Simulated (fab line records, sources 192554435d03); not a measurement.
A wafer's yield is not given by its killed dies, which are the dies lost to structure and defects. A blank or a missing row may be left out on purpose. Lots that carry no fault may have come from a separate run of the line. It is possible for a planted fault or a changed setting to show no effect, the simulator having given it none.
Lot-split experiment -- flow n5 finfet -- on a route of 1938 steps: 7 lots, 21 wafers read

ABOUT THE SPLIT
At N5_SD_EPI_P_EPI_21 (deposits SiGe:B, time 355 s), the setting temp c was moved away from the recipe's 550 C on 7 of the 21 wafers read, by -0.4% to +0.6%. For the rest of the wafers, this setting stayed at what the recipe calls for.

FROM THE SPLIT TO THE READING: what the file shows between them, 3 steps
- N5_SD_EPI_P_EPI_MEAS_23
- N5_SD_EPI_P_HM_STRIP_48: strips SiNx in H3PO4, material SiNx, target depth 3 nm
- N5_SD_EPI_P_SRD_49: time 30 s

THE READING
SiGe-B_of_SD_EPI_P_EPI_21.thk nm (the simulator's own value, which no gauge read), in nm, at N5_SD_EPI_P_PRECLEAN_24 (cleans in O3/DIW, time 45 s). The file gives no usual value for it. Across the 14 wafers here that went through the recipe, the average is 60.5 nm and the standard deviation 0.61 nm.

wafer,"tool, chamber at the split","temp c as run, C",against the recipe,"SiGe-B_of_SD_EPI_P_EPI_21.thk nm, nm",against lot-mates on the recipe
L074.1,"epi rpcvd-04, 0",547.8,-0.4%,57.2,-2.9
L074.3,"epi rpcvd-04, 0",550,recipe,60.2,-
L074.4,"epi rpcvd-04, 0",550,recipe,60,-
L077.2,"epi rpcvd-02, 0",550,recipe,60.8,-
L077.3,"epi rpcvd-02, 0",550,recipe,61,-
L077.6,"epi rpcvd-02, 0",552.6,+0.5%,64.2,+3.3
L078.1,"epi rpcvd-04, 0",553,+0.5%,63.8,+2.6
L078.2,"epi rpcvd-04, 0",553,+0.5%,64.8,+3.6
L078.6,"epi rpcvd-04, 0",550,recipe,61.2,-
L080.2,"epi rpcvd-01, 0",550,recipe,61.4,-
L080.3,"epi rpcvd-01, 0",553.1,+0.6%,65.4,+4.0
L080.5,"epi rpcvd-01, 0",553.1,+0.6%,65.8,+4.4
L082.2,"epi rpcvd-04, 0",550,recipe,60.2,-
L082.3,"epi rpcvd-04, 0",550,recipe,60.2,-
L082.5,"epi rpcvd-04, 0",550,recipe,60.2,-
L086.1,"epi rpcvd-02, 0",548.4,-0.3%,57.2,-2.2
L086.5,"epi rpcvd-02, 0",550,recipe,59.6,-
L086.6,"epi rpcvd-02, 0",550,recipe,59.2,-
L095.1,"epi rpcvd-04, 0",550,recipe,60.6,-
L095.3,"epi rpcvd-04, 0",550,recipe,61,-
L095.4,"epi rpcvd-04, 0",550,recipe,61,-

THE FIT
A straight line over all 21 wafers: SiGe-B_of_SD_EPI_P_EPI_21.thk nm changes by +8.32 nm for each +1% of temp c; r = +0.96; the points scatter about the line by 0.64 nm.
The same after taking each lot's own level away (the mean of its wafers on the recipe; 21 wafers): +6.8 nm for each +1%; r = +0.99; scatter 0.31 nm.
The reading moves by 3.8 nm for the largest change in temp c, on that fit.
From 59.40 to 61.40 nm: that is the span of the lots' own levels, equal to 3.3 times the standard deviation above.
Thus the slope moves with the lot-to-lot level: the two fits are different.
Check: for one of the wafers moved furthest among these (+0.6%), held out of the fit, the line's prediction against its lot-mates is +3.75 nm. Against them it came out at +4 nm.

ADDITIONAL SPLITS CARRIED BY THESE WAFERS
These wafers also went through other splits before the reading. Each is held against what the fit with the lots' levels taken away leaves over:
other split on the same wafers,wafers away from the commonest value,r with SiGe-B_of_SD_EPI_P_EPI_21.thk nm (lot level and that fit taken away)
N5_WELL_APT_COAT_02 spin rpm,8,-0.48
N5_WELL_APT_PEB_06 peb time s,9,+0.05
N5_WELL_APT_PEB_23 peb time s,7,-0.09
N5_WELL_APT_DESCUM_30 time s,5,+0.39
N5_FIN_SAQP_ETCH_65 time s,4,-0.08
N5_FIN_SAQP_COAT_68 spin rpm,5,-0.09
N5_FIN_CUT_COAT_19 spin rpm,9,+0.02
N5_DUMMY_GATE_ETCH_42 bias w,4,+0.52

THE WHOLE CHAIN: every reading that the file lists as answering this split, in the file's order
step,what it does,reading,change (the file's fit),r (the file's)
N5_SD_EPI_P_EPI_21,"deposits SiGe:B, time 355 s","SiGe-B_of_SD_EPI_P_EPI_21.thk nm (the simulator's own value, which no gauge read)",+7.03 nm for each +1% of the setting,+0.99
N5_SD_EPI_P_EPI_MEAS_23,,thk nm,withheld for each +1% of the setting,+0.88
N5_SD_EPI_P_HM_STRIP_48,"strips SiNx in H3PO4, material SiNx, target depth 3 nm","SiGe-B_of_SD_EPI_P_EPI_21.thk nm (the simulator's own value, which no gauge read)",+6.88 nm for each +1% of the setting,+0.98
N5_SD_EPI_P_PRECLEAN_24,"cleans in O3/DIW, time 45 s","SiGe-B_of_SD_EPI_P_EPI_21.thk nm (the simulator's own value, which no gauge read)",+6.85 nm for each +1% of the setting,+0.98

FILE'S OWN FIT
SiGe-B_of_SD_EPI_P_EPI_21.thk nm changes by +6.85 nm for each +1% of temp c, r = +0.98.
